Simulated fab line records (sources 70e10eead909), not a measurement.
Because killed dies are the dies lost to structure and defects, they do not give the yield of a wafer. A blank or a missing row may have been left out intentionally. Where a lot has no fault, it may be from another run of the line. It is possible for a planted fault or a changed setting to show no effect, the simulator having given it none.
Chamber matching + flow nand-harc + NHARC_A_M0_CMP_23 on cmp-01: 4 sister chambers
The step polishes, t overpolish 20 s, target thk 113.75 nm. 16 wafers are shown with their chamber, then 7 later ones without.

WAFERS PAIRED WITH THEIR CHAMBERS
| wafer  | chamber | motor-current-A (A) | time-to-endpoint-s (s) |
|--------|---------|---------------------|------------------------|
| L465.1 | 0       | 12.1                | 28                     |
| L465.3 | 3       | 11.8                | 25                     |
| L465.6 | 2       | 10.3                | 28                     |
| L468.1 | 2       | 10.5                | 25                     |
| L468.5 | 1       | 10.9                | 30                     |
| L468.6 | 0       | 12.8                | 26                     |
| L470.1 | 1       | 11.3                | 31                     |
| L470.3 | 0       | 11.9                | 26                     |
| L470.5 | 0       | 12.3                | 27                     |
| L474.2 | 2       | 10.3                | 28                     |
| L474.3 | 1       | 10.6                | 31                     |
| L474.6 | 3       | 11.6                | 27                     |
| L475.1 | 1       | 11.0                | 33                     |
| L475.5 | 2       | 10.7                | 27                     |
| L475.6 | 1       | 10.8                | 29                     |
| L478.1 | 2       | 10.9                | 28                     |

SIGNATURES, as means of the wafers listed above
| reading            | chamber 0 | chamber 1 | chamber 2 | chamber 3 | scatter within a chamber |
|--------------------|-----------|-----------|-----------|-----------|--------------------------|
| motor-current-A    | 12.275    | 10.920    | 10.540    | 11.700    | 0.29                     |
| time-to-endpoint-s | 26.75     | 30.80     | 27.20     | 26.00     | 1.3                      |
Rule: a wafer's distance from a chamber is the root of the sum, over the readings, of the square of ((its reading less the chamber's mean) divided by the reading's scatter). If the next closest chamber is less than 2 further off than the closest, the wafer can't be placed; otherwise it belongs to the closest. The scatter: take each reading less its chamber's mean, square it, sum over the shown wafers, divide by the number of wafers less the number of chambers, and take the root.

WAFERS WITHOUT THEIR CHAMBER
| wafer  | motor-current-A (A) | time-to-endpoint-s (s) |
|--------|---------------------|------------------------|
| L478.5 | 12.7                | 29                     |
| L485.2 | 11.7                | 29                     |
| L485.3 | 10.8                | 32                     |
| L485.5 | 11.9                | 31                     |
| L486.3 | 10.2                | 33                     |
| L486.4 | 10.5                | 37                     |
| L486.5 | 11.5                | 32                     |

CHAMBER TAKEN BY EACH
| wafer  | from the rows above               | in truth                   |
|--------|-----------------------------------|----------------------------|
| L478.5 | can't be placed: 0 or 3           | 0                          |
| L485.2 | can't be placed: 3 or 0 or 1 or 2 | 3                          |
| L485.3 | 1                                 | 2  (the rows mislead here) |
| L485.5 | can't be placed: 1 or 0 or 3      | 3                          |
| L486.3 | can't be placed: 1 or 2           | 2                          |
| L486.4 | 1                                 | 1                          |
| L486.5 | 1                                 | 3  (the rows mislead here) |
Correct placement for 1 of the 7. Not placeable from these rows: 4 (in 4, the candidates include the true chamber). Number placed wrongly: 2.
